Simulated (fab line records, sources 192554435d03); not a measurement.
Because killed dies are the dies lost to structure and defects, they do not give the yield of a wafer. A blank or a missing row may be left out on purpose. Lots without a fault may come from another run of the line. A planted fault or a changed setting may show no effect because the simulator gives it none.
Matching of chambers -- flow n5Finfet -- N5_MOL_CONTACT_COAG_CMP_52 on cmp-03: 4 sister chambers
The step polishes, stops on SiO2, t overpolish 1.5 s, target thk 66.5 nm. 4 wafers are shown with their chamber, then 12 later ones without.

## WAFERS WITH THEIR CHAMBER
wafer,chamber,motorCurrentA (A)
L090.4,2,9.2
L091.1,1,13.3
L091.4,3,14.4
L091.5,0,9.2

## WAFERS MISSING THEIR CHAMBER
wafer,motorCurrentA (A)
L092.1,14.2
L092.4,13.7
L092.5,9.6
L094.1,13.7
L094.5,9.4
L094.6,14.6
L095.3,15.2
L095.5,9.2
L095.6,15.1
L097.2,8.6
L097.4,12.1
L097.6,14.7

## WHICH CHAMBER EACH WENT THROUGH
wafer,from the rows above,in truth
L092.1,can't be placed: 3 or 1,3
L092.4,can't be placed: 1 or 3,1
L092.5,can't be placed: 0 or 2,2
L094.1,can't be placed: 1 or 3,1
L094.5,can't be placed: 0 or 2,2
L094.6,3,3
L095.3,3,3
L095.5,can't be placed: 0 or 2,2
L095.6,3,3
L097.2,can't be placed: 0 or 2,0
L097.4,1,1
L097.6,3,3
Placed correctly: 5 of 12. From these rows, 7 cannot be placed; in 7 the true chamber is one of the candidates. Wrongly placed: 0.
How it was worked out, from the rows above alone: a wafer's distance from a chamber is the root of the sum, over the readings, of the square of ((its reading less the chamber's mean) divided by the reading's scatter). If the next closest chamber is less than 2 further off than the closest, the wafer can't be placed; otherwise it belongs to the closest. For every chamber, the mean is computed from those of its wafers that are shown. The scatter: root of mean squared gap, hidden wafer to nearest shown wafer, with one shown wafer a chamber.
